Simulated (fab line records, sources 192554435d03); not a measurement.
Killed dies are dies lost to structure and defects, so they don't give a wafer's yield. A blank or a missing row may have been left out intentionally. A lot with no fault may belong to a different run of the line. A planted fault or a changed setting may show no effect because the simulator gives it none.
A struck lot beside a sound one | flow n5Finfet | 28 steps out of a route of 1938
Sound: these wafers, L667.1, L667.2, L667.6. Struck: wafer L668.4 (L668.3, L668.6, from the same lot, were not struck and are left out); the cause is given at the end.
At each step with rows: each side's tool, then ch and its chambers, then its first start. Under that, the readings that differ: sound wafers | struck wafers | difference of the means | sigmas: that difference in standard deviations of wafers without a fault.
alike: readings with means less than 2 such deviations apart, plus words and numbers identical on both sides. not compared: withheld readings, readings lacking a value on some wafer, bounds such as >300 that could conceal the same value, and numbers that have no deviation in the record and whose values overlap.
The two part at a step that has a row with sigmas, a row that says differs or no value, or rows on one side only. Numbers that don't overlap but have no deviation are shown without sigmas and don't part them. Lack of a reading on every wafer of one side parts them only where that side has two or more wafers.

first, 11 steps without rows for these wafers: N5_STI_FIN_REVEAL_ALD_14 (deposits Si3N4, target thk 3 nm); N5_STI_FIN_REVEAL_FCVD_FILL_01 (material SiO2 flowable, target thk 312 nm, time 512.2 s); N5_STI_FIN_REVEAL_DENSIFY_02 (time 1800 s); N5_STI_FIN_REVEAL_CMP_04 (polishes, stops on Si3N4, t overpolish 4 s, target thk 131.83 nm); N5_STI_FIN_REVEAL_DENSIFY_30; N5_STI_FIN_REVEAL_ETCHBACK_08 (etches SiO2 in C4F6/O2, target depth 30.5 nm, time 10.167 s); N5_STI_FIN_REVEAL_STRIP_24 (strips in N2/H2, time 90 s); N5_STI_FIN_REVEAL_PRECLEAN_25 (cleans in SPM, time 90 s); N5_STI_FIN_REVEAL_PRECLEAN_26 (cleans in SC1, time 45 s); N5_STI_FIN_REVEAL_PRECLEAN_29 (cleans in DHF, time 30 s); N5_STI_FIN_REVEAL_SRD_12 (time 30 s).
N5_STI_FIN_REVEAL_RECESS_09: chemistry HF/NH3, target SiO2, afs cycles 11, target depth 42.5 nm, sublimation time 60 s.
  sound on vaporEtch-02 ch 0,1, day 4 04:09; struck on vaporEtch-02 ch 0, day 4 10:48
reading              | sound                | struck | difference | sigmas
forelinePTorr (Torr) | 0.1279 0.1274 0.1283 | 0.1267 | -0.0012    | -3
  alike: drypumpMotorCurrentA
then, 12 steps without rows for these wafers: N5_STI_FIN_REVEAL_STRIP_16 (strips SiNx in H3PO4, target depth 23.8 nm); N5_STI_FIN_REVEAL_PRECLEAN_17 (cleans in NF3:NH3, afs cycles 1, time 20 s, sublimation time 60 s); N5_STI_FIN_REVEAL_ETCH_34 (etches Si in H2, material Si, target depth 0.97 nm); N5_STI_FIN_REVEAL_OXIDATION_31 (chemistry O2 PLASMA REMOTE, time 20 s); N5_STI_FIN_REVEAL_PRECLEAN_32 (cleans in NF3:NH3, afs cycles 1, time 20 s, sublimation time 60 s); N5_STI_FIN_REVEAL_STRIP_35 (strips Si3N4 in H3PO4, target depth 4 nm, time 39 s); N5_STI_FIN_REVEAL_SRD_21 (time 30 s); N5_STI_FIN_REVEAL_OXIDATION_33 (chemistry O2 PLASMA REMOTE, time 20 s); N5_STI_FIN_REVEAL_CLEAN_19 (cleans in O3/DIW, time 120 s); N5_STI_FIN_REVEAL_SRD_23 (time 30 s); N5_STI_FIN_REVEAL_PRECLEAN_18 (cleans in SC2, time 45 s); N5_STI_FIN_REVEAL_SRD_28 (time 30 s).
N5_STI_FIN_REVEAL_INSPECT_13: inspects for defects (darkfield).
  struck on defectInspect-01, day 4 13:03; sound on defectInspect-02, day 4 06:56
reading        | sound  | struck | difference | sigmas
rawDefectCount | 12 7 6 | 519    | +511       | +95
then, 1 step without rows for these wafers: N5_DUMMY_GATE_PRECLEAN_00 (cleans in O3/DIW, time 60 s).
-- record jumps: 6 days separate the struck wafers' starts on either side; left off in module DUMMY_GATE, taken up again in module BEOL_M4, whose first shown step is the route's number 1111 --
N5_BEOL_M4_RC_MEAS_101:
  sound on prober-02 ch 0, day 10 01:36; struck on prober-02 ch 0, day 10 04:25
  alike: DIBL_N, DIBL_P, IOFF_N, IOFF_P, ION_N, ION_P, SS_N, SS_P, VT_N, VT_P
-- the record jumps here: 4 days lie between the struck wafers' starts before and after (it left off in module BEOL_M4 and takes up again in module PASSIVATION, whose first step shown is number 1936 of the route) --
N5_PASSIVATION_PROBE_49:
  struck on prober-02, day 14 05:35; sound on prober-02, day 14 15:38
reading                 | sound          | struck | difference | sigmas
defectLimitedYield (%)  | 90.2 89.2 91.5 | 86.2   | -4.1       | -3
killed_at_M0_to_M3      | 48 40 37       | 16     | -26        | -3
killedAtFrontEnd        | 35 51 29       | 118    | +80        | +6
killedDies              | 116 128 100    | 163    | +48        | +3
killedOnRim             | 13 26 17       | 30     | +11        | +2
killedOpen              | 80 93 67       | 52     | -28        | -2
sort_bin_5_function (%) | 6.0 5.2 4.6    | 8.6    | +3.3       | +3
sortNPass               | 1064 1052 1080 | 1017   | -48        | -3
sortYieldPct (%)        | 90.2 89.2 91.5 | 86.2   | -4.1       | -3
  alike: killed_at_M4_up, killedAtContacts, killedAtOther, killedShort, sort_bin_4_leakage, sort_bin_6_memory

WHERE THEY PART
Last at N5_PASSIVATION_PROBE_49 as far as this record goes, first at N5_STI_FIN_REVEAL_RECESS_09.

WHY: whatever the simulator had introduced
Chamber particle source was vaporEtch-02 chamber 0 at N5_STI_FIN_REVEAL_RECESS_09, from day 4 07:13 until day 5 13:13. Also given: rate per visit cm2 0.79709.
